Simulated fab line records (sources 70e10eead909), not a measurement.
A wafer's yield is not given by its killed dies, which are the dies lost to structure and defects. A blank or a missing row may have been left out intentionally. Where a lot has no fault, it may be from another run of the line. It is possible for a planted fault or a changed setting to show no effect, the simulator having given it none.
Which tool did it?    flow nand harc    6 lots, 18 wafers sampled, at 4 steps of a route of 1159

== WHAT EACH GAUGE READ, for each wafer ==
NHARC_A_SLIT_CD_MEAS_09: the cd target is 300 nm.
lot   measured      on         cd nm (nm)
L433  day 15 05:59  cd sem-02  299.8 299.9 299.5
L435  day 15 17:02  cd sem-03  300.5 300.0 299.5
L440  day 17 04:41  cd sem-01  300.2 300.6 299.7
L444  day 18 07:40  cd sem-01  304.4 305.6 304.5
L449  day 19 03:59  cd sem-03  301.0 300.0 300.7
L452  day 19 16:07  cd sem-01  301.4 300.1 300.6

== EACH LOT AND THE TOOL THAT RAN IT (in order: tool; ch and the chambers of the sampled wafers; start) ==
lot   NHARC_A_SGD_CUT_ETCH_15                        NHARC_A_SGD_CUT_STRIP_17                       NHARC_A_SLIT_EXPOSE_06
L433  rie diel-03 ch 0,2, day 15 05:51 or earlier    rie diel-03 ch 0,1, day 15 05:51 or earlier    arfi scanner-03 ch 0, day 15 05:51
L435  rie diel-03 ch 0,2,3, day 15 16:55 or earlier  rie diel-03 ch 1,2,3, day 15 16:55 or earlier  arfi scanner-03 ch 0, day 15 16:55
L440  rie diel-07 ch 0,2,3, day 17 04:32 or earlier  rie diel-07 ch 0,1,3, day 17 04:32 or earlier  arfi scanner-01 ch 0, day 17 04:32
L444  rie diel-04 ch 1,2, day 18 07:32 or earlier    rie diel-04 ch 0,1, day 18 07:32 or earlier    arfi scanner-02 ch 0, day 18 07:32
L449  rie diel-03 ch 0,2,3, day 19 03:50 or earlier  rie diel-03 ch 0,1,2, day 19 03:50 or earlier  arfi scanner-03 ch 0, day 19 03:50
L452  rie diel-04 ch 0,2,3, day 19 15:58 or earlier  rie diel-04 ch 1,2, day 19 15:58 or earlier    arfi scanner-03 ch 0, day 19 15:58
- NHARC_A_SGD_CUT_ETCH_15: etches the open film in CH3F/O2, target depth 75 nm, time 64.3 s.
- NHARC_A_SGD_CUT_STRIP_17: strips in O2.
- NHARC_A_SLIT_EXPOSE_06: exposes mask SLIT.

== THE ANSWER, worked out from the rows above alone ==
Rule: the usual values come from the lots themselves. The widest of any qualifying gaps counts: lots, ordered by their means at a reading, are off when they make up no more than a third of the lots, leave a main group of 4 or more, and stand apart from it by 3 or more times the standard deviation of that group's means. Not used: any main group whose means are identical at the precision the tables above print for the reading. Also off: a lot with no number at a reading for which 4 or more lots have one. Any other lot the step has rows for is counted as sound.
Off: L444, at NHARC_A_SLIT_CD_MEAS_09 (cd nm). The main group has a mean of 300.2 nm with a standard deviation of 0.36.
A tool fits if, at a process step before that reading, it ran every lot that is off, and no sound lot after the first of them. The gauges at NHARC_A_SLIT_CD_MEAS_09 are tried like those tools. Because NHARC_A_SGD_CUT_ETCH_15 lacks a start for some lots, the hours and order of its lots are taken from NHARC_A_SLIT_EXPOSE_06. Because NHARC_A_SGD_CUT_STRIP_17 lacks a start for some lots, the hours and order of its lots are taken from NHARC_A_SLIT_EXPOSE_06. One fits: arfi scanner-02 at NHARC_A_SLIT_EXPOSE_06. It ran no sound lot before its first lot that is off in this sample, so the start can't be narrowed down.

== WHAT HAD BEEN PUT IN BY THE SIMULATOR ==
Drift in process parameters on arfi scanner-02 at NHARC_A_SLIT_EXPOSE_06, starting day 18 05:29. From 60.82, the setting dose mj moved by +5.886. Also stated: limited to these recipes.
Struck lots among those shown: L444. This agrees with what the rule above found.
